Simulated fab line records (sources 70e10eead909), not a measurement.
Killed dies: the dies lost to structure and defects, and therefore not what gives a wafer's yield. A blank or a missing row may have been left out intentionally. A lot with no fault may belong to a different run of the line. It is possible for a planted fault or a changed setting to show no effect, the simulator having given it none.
Which tool did it? || flow nand harc || Sampling: 14 lots, 41 wafers, 5 of 1302 route steps

WHAT THE GAUGES SHOWED, per wafer
NHARC_A_DECK1_JOINT_THK_MEAS_17: measures by ellipsometry. Usual: thk nm reads 45.0 nm (standard deviation 1.2).
{"lot": "L961", "measured": "day 12 13:39", "on": "film metro-02", "thk nm (nm)": "44.0 44.0 46.5", "flag": ""}
{"lot": "L962", "measured": "day 12 13:40", "on": "film metro-01", "thk nm (nm)": "45.0 45.8 45.5", "flag": ""}
{"lot": "L963", "measured": "day 13 20:43", "on": "film metro-02", "thk nm (nm)": "44.1 45.7 45.7", "flag": ""}
{"lot": "L964", "measured": "day 13 20:43", "on": "film metro-01", "thk nm (nm)": "43.7 43.8 45.8", "flag": ""}
{"lot": "L965", "measured": "day 14 03:24", "on": "film metro-02", "thk nm (nm)": "44.4 44.8 45.4", "flag": ""}
{"lot": "L967", "measured": "day 14 11:44", "on": "film metro-02", "thk nm (nm)": "46.2 45.0", "flag": ""}
{"lot": "L975", "measured": "day 18 09:40", "on": "film metro-01", "thk nm (nm)": "44.2 44.6 46.0", "flag": ""}
{"lot": "L976", "measured": "day 18 18:05", "on": "film metro-02", "thk nm (nm)": "43.5 43.0 46.2", "flag": ""}
{"lot": "L979", "measured": "day 19 13:00", "on": "film metro-01", "thk nm (nm)": "43.9 43.8 47.0", "flag": ""}
{"lot": "L978", "measured": "day 19 13:00", "on": "film metro-02", "thk nm (nm)": "45.8 44.0 44.4", "flag": ""}
{"lot": "L980", "measured": "day 20 12:29", "on": "film metro-01", "thk nm (nm)": "46.4 44.2 44.9", "flag": ""}
{"lot": "L981", "measured": "day 21 06:18", "on": "film metro-01", "thk nm (nm)": "45.0 43.2 46.2", "flag": ""}
{"lot": "L982", "measured": "day 21 20:05", "on": "film metro-01", "thk nm (nm)": "44.8 47.4 44.8", "flag": ""}
{"lot": "L984", "measured": "day 22 09:07", "on": "film metro-02", "thk nm (nm)": "43.4 45.4 45.1", "flag": ""}

NHARC_A_ONON_D2_THK_MEAS_05: measures by ellipsometry. Usual: thk nm reads 1001 nm (standard deviation 10).
{"lot": "L961", "measured": "day 12 14:59", "on": "film metro-01", "thk nm (nm)": "990 989 988", "flag": ""}
{"lot": "L962", "measured": "day 12 14:59", "on": "film metro-02", "thk nm (nm)": "995 994 997", "flag": ""}
{"lot": "L963", "measured": "day 13 21:53", "on": "film metro-01", "thk nm (nm)": "999 1000 1000", "flag": ""}
{"lot": "L964", "measured": "day 13 21:53", "on": "film metro-02", "thk nm (nm)": "993 992 993", "flag": ""}
{"lot": "L965", "measured": "day 14 04:35", "on": "film metro-02", "thk nm (nm)": "1007 1009 1007", "flag": ""}
{"lot": "L967", "measured": "day 14 12:55", "on": "film metro-01", "thk nm (nm)": "1003 1004", "flag": ""}
{"lot": "L975", "measured": "day 18 10:50", "on": "film metro-01", "thk nm (nm)": "988 989 986", "flag": ""}
{"lot": "L976", "measured": "day 18 19:16", "on": "film metro-01", "thk nm (nm)": "1011 1013 1013", "flag": ""}
{"lot": "L979", "measured": "day 19 14:11", "on": "film metro-01", "thk nm (nm)": "1013 1013 1013", "flag": ""}
{"lot": "L978", "measured": "day 19 14:11", "on": "film metro-02", "thk nm (nm)": "996 995 996", "flag": ""}
{"lot": "L980", "measured": "day 20 13:41", "on": "film metro-02", "thk nm (nm)": "989 990 989", "flag": ""}
{"lot": "L981", "measured": "day 21 07:29", "on": "film metro-01", "thk nm (nm)": "1005 1004 1005", "flag": ""}
{"lot": "L982", "measured": "day 21 21:33", "on": "film metro-01", "thk nm (nm)": "976 978 978", "flag": ""}
{"lot": "L984", "measured": "day 22 10:19", "on": "film metro-01", "thk nm (nm)": "988 988 986", "flag": ""}

NHARC_A_ONON_D2_THK_MEAS_11: measures by ellipsometry. Usual: thk nm reads 998 nm (standard deviation 13).
{"lot": "L961", "measured": "day 12 16:07", "on": "film metro-02", "thk nm (nm)": "998 997 998", "flag": ""}
{"lot": "L962", "measured": "day 12 16:07", "on": "film metro-01", "thk nm (nm)": "996 998 995", "flag": ""}
{"lot": "L963", "measured": "day 13 23:01", "on": "film metro-01", "thk nm (nm)": "1012 1011 1012", "flag": ""}
{"lot": "L964", "measured": "day 13 23:01", "on": "film metro-02", "thk nm (nm)": "965 964 966", "flag": ""}
{"lot": "L965", "measured": "day 14 05:43", "on": "film metro-01", "thk nm (nm)": "1006 1004 646", "flag": "OFF"}
{"lot": "L967", "measured": "day 14 14:02", "on": "film metro-02", "thk nm (nm)": "623 623", "flag": "OFF"}
{"lot": "L975", "measured": "day 18 11:59", "on": "film metro-02", "thk nm (nm)": "998 1000 999", "flag": ""}
{"lot": "L976", "measured": "day 18 20:23", "on": "film metro-01", "thk nm (nm)": "1006 1009 1007", "flag": ""}
{"lot": "L979", "measured": "day 19 15:20", "on": "film metro-02", "thk nm (nm)": "975 975 974", "flag": ""}
{"lot": "L978", "measured": "day 19 15:18", "on": "film metro-01", "thk nm (nm)": "999 998 997", "flag": ""}
{"lot": "L980", "measured": "day 20 14:49", "on": "film metro-01", "thk nm (nm)": "1005 1004 1004", "flag": ""}
{"lot": "L981", "measured": "day 21 08:37", "on": "film metro-02", "thk nm (nm)": "1008 1009 1007", "flag": ""}
{"lot": "L982", "measured": "day 21 22:41", "on": "film metro-01", "thk nm (nm)": "976 975 974", "flag": ""}
{"lot": "L984", "measured": "day 22 11:26", "on": "film metro-02", "thk nm (nm)": "1014 1014 1013", "flag": ""}

TOOL THAT RAN EACH LOT (tool first, then ch and the chambers of the sampled wafers, then the start)
{"lot": "L961", "NHARC_A_DECK1_JOINT_CMP_02": "cmp-04 ch 1,3, day 12 12:59", "NHARC_A_ONON_D2_DEP_09": "pecvd onon-04 ch 0, day 12 15:40"}
{"lot": "L962", "NHARC_A_DECK1_JOINT_CMP_02": "cmp-03 ch 0,3, day 12 13:01", "NHARC_A_ONON_D2_DEP_09": "pecvd onon-02 ch 0, day 12 15:40"}
{"lot": "L963", "NHARC_A_DECK1_JOINT_CMP_02": "cmp-04 ch 0,2,3, day 13 20:05", "NHARC_A_ONON_D2_DEP_09": "pecvd onon-01 ch 0, day 13 22:30"}
{"lot": "L964", "NHARC_A_DECK1_JOINT_CMP_02": "cmp-03 ch 0,1,3, day 13 20:07", "NHARC_A_ONON_D2_DEP_09": "pecvd onon-02 ch 0, day 13 22:34"}
{"lot": "L965", "NHARC_A_DECK1_JOINT_CMP_02": "cmp-03 ch 1,2,3, day 14 02:49", "NHARC_A_ONON_D2_DEP_09": "pecvd onon-02 ch 0, day 14 05:16"}
{"lot": "L967", "NHARC_A_DECK1_JOINT_CMP_02": "cmp-01 ch 1,3, day 14 11:08", "NHARC_A_ONON_D2_DEP_09": "pecvd onon-02 ch 0, day 14 13:43"}
{"lot": "L975", "NHARC_A_DECK1_JOINT_CMP_02": "cmp-03 ch 0,1,3, day 18 08:59", "NHARC_A_ONON_D2_DEP_09": "pecvd onon-02 ch 0, day 18 11:28"}
{"lot": "L976", "NHARC_A_DECK1_JOINT_CMP_02": "cmp-03 ch 0,2,3, day 18 17:25", "NHARC_A_ONON_D2_DEP_09": "pecvd onon-02 ch 0, day 18 19:52"}
{"lot": "L979", "NHARC_A_DECK1_JOINT_CMP_02": "cmp-01 ch 0,3, day 19 12:22", "NHARC_A_ONON_D2_DEP_09": "pecvd onon-02 ch 0, day 19 14:49"}
{"lot": "L978", "NHARC_A_DECK1_JOINT_CMP_02": "cmp-03 ch 0,1,2, day 19 12:24", "NHARC_A_ONON_D2_DEP_09": "pecvd onon-01 ch 0, day 19 14:51"}
{"lot": "L980", "NHARC_A_DECK1_JOINT_CMP_02": "cmp-04 ch 1,2,3, day 20 11:52", "NHARC_A_ONON_D2_DEP_09": "pecvd onon-02 ch 0, day 20 14:18"}
{"lot": "L981", "NHARC_A_DECK1_JOINT_CMP_02": "cmp-03 ch 1,2,3, day 21 05:38", "NHARC_A_ONON_D2_DEP_09": "pecvd onon-01 ch 0, day 21 08:07"}
{"lot": "L982", "NHARC_A_DECK1_JOINT_CMP_02": "cmp-04 ch 1,2,3, day 21 19:26", "NHARC_A_ONON_D2_DEP_09": "pecvd onon-02 ch 0, day 21 22:10"}
{"lot": "L984", "NHARC_A_DECK1_JOINT_CMP_02": "cmp-03 ch 0,2,3, day 22 08:31", "NHARC_A_ONON_D2_DEP_09": "pecvd onon-04 ch 0, day 22 10:55"}
- NHARC_A_DECK1_JOINT_CMP_02: polishes SiOx.
- NHARC_A_ONON_D2_DEP_09: target thk 1000 nm.

WHAT THE TOOLS THEMSELVES READ (means of the sampled wafers that have a number; where no wafer has one, the mark that the record gives instead)
NHARC_A_DECK1_JOINT_CMP_02. Usual: motor current A 12.0 A, standard deviation 1.6; retaining ring pressure frac 1.000, standard deviation 0.0051.
{"lot": "L961", "tool": "cmp-04", "motor current A (A)": 11.9, "retaining ring pressure frac": 1.003, "flag": ""}
{"lot": "L962", "tool": "cmp-03", "motor current A (A)": 11.8, "retaining ring pressure frac": 1.004, "flag": ""}
{"lot": "L963", "tool": "cmp-04", "motor current A (A)": 13.1, "retaining ring pressure frac": 0.999, "flag": ""}
{"lot": "L964", "tool": "cmp-03", "motor current A (A)": 12.3, "retaining ring pressure frac": 1.001, "flag": ""}
{"lot": "L965", "tool": "cmp-03", "motor current A (A)": 13.3, "retaining ring pressure frac": 0.999, "flag": ""}
{"lot": "L967", "tool": "cmp-01", "motor current A (A)": 11.5, "retaining ring pressure frac": 1.002, "flag": ""}
{"lot": "L975", "tool": "cmp-03", "motor current A (A)": 12.1, "retaining ring pressure frac": 1.003, "flag": ""}
{"lot": "L976", "tool": "cmp-03", "motor current A (A)": 13.0, "retaining ring pressure frac": 1.002, "flag": ""}
{"lot": "L979", "tool": "cmp-01", "motor current A (A)": 11.0, "retaining ring pressure frac": 0.998, "flag": ""}
{"lot": "L978", "tool": "cmp-03", "motor current A (A)": 12.5, "retaining ring pressure frac": 1.002, "flag": ""}
{"lot": "L980", "tool": "cmp-04", "motor current A (A)": 11.4, "retaining ring pressure frac": 0.996, "flag": ""}
{"lot": "L981", "tool": "cmp-03", "motor current A (A)": 13.2, "retaining ring pressure frac": 0.995, "flag": ""}
{"lot": "L982", "tool": "cmp-04", "motor current A (A)": 11.8, "retaining ring pressure frac": 1.005, "flag": ""}
{"lot": "L984", "tool": "cmp-03", "motor current A (A)": 12.8, "retaining ring pressure frac": 1.000, "flag": ""}

NHARC_A_ONON_D2_DEP_09. Usual: n2o flow sccm 1999 sccm, standard deviation 5.8; sih4 flow sccm 210.0 sccm, standard deviation 0.55; susceptor temp C 399.95 C, standard deviation 0.22.
{"lot": "L961", "tool": "pecvd onon-04", "n2o flow sccm (sccm)": 2002, "sih4 flow sccm (sccm)": 209.8, "susceptor temp C (C)": 399.73, "flag": ""}
{"lot": "L962", "tool": "pecvd onon-02", "n2o flow sccm (sccm)": 1997, "sih4 flow sccm (sccm)": 209.4, "susceptor temp C (C)": 399.95, "flag": ""}
{"lot": "L963", "tool": "pecvd onon-01", "n2o flow sccm (sccm)": 1994, "sih4 flow sccm (sccm)": 209.8, "susceptor temp C (C)": 399.89, "flag": ""}
{"lot": "L964", "tool": "pecvd onon-02", "n2o flow sccm (sccm)": 2000, "sih4 flow sccm (sccm)": 209.8, "susceptor temp C (C)": 399.87, "flag": ""}
{"lot": "L965", "tool": "pecvd onon-02", "n2o flow sccm (sccm)": 1999, "sih4 flow sccm (sccm)": 209.8, "susceptor temp C (C)": 400.03, "flag": ""}
{"lot": "L967", "tool": "pecvd onon-02", "n2o flow sccm (sccm)": 1996, "sih4 flow sccm (sccm)": 210.4, "susceptor temp C (C)": 400.28, "flag": ""}
{"lot": "L975", "tool": "pecvd onon-02", "n2o flow sccm (sccm)": 2001, "sih4 flow sccm (sccm)": 210.0, "susceptor temp C (C)": 399.66, "flag": ""}
{"lot": "L976", "tool": "pecvd onon-02", "n2o flow sccm (sccm)": 1998, "sih4 flow sccm (sccm)": 210.6, "susceptor temp C (C)": 400.17, "flag": ""}
{"lot": "L979", "tool": "pecvd onon-02", "n2o flow sccm (sccm)": 2004, "sih4 flow sccm (sccm)": 210.3, "susceptor temp C (C)": 399.93, "flag": ""}
{"lot": "L978", "tool": "pecvd onon-01", "n2o flow sccm (sccm)": 2006, "sih4 flow sccm (sccm)": 210.5, "susceptor temp C (C)": 399.75, "flag": ""}
{"lot": "L980", "tool": "pecvd onon-02", "n2o flow sccm (sccm)": 1994, "sih4 flow sccm (sccm)": 209.7, "susceptor temp C (C)": 399.98, "flag": ""}
{"lot": "L981", "tool": "pecvd onon-01", "n2o flow sccm (sccm)": 1998, "sih4 flow sccm (sccm)": 209.4, "susceptor temp C (C)": 400.12, "flag": ""}
{"lot": "L982", "tool": "pecvd onon-02", "n2o flow sccm (sccm)": 2000, "sih4 flow sccm (sccm)": 210.0, "susceptor temp C (C)": 400.25, "flag": ""}
{"lot": "L984", "tool": "pecvd onon-04", "n2o flow sccm (sccm)": 2001, "sih4 flow sccm (sccm)": 209.9, "susceptor temp C (C)": 399.88, "flag": ""}

THE ANSWER, worked out from the rows above alone
Rule: a lot is off if the mean of its wafers that have a number lies more than 3 standard deviations from the usual mean. A lot without any number at a reading at which 4 lots or more have one is off too. All remaining lots with rows at the step are treated as sound. After the gauges, taken in route order, come the tools' own readings; for these a lot's mean is taken, as printed above. At the first step where some lot is off, the reading lying furthest off is the one used; lots without a number count as furthest.
Off: L965, L967 (NHARC_A_ONON_D2_THK_MEAS_11, thk nm).
If a tool, at a process step before that reading, ran all the lots that are off and no sound lot after the first of them, it fits. Those tools and the gauges at NHARC_A_ONON_D2_THK_MEAS_11 are tried in the same way. Of those tried, none fits.

WHAT HAD BEEN PUT IN BY THE SIMULATOR
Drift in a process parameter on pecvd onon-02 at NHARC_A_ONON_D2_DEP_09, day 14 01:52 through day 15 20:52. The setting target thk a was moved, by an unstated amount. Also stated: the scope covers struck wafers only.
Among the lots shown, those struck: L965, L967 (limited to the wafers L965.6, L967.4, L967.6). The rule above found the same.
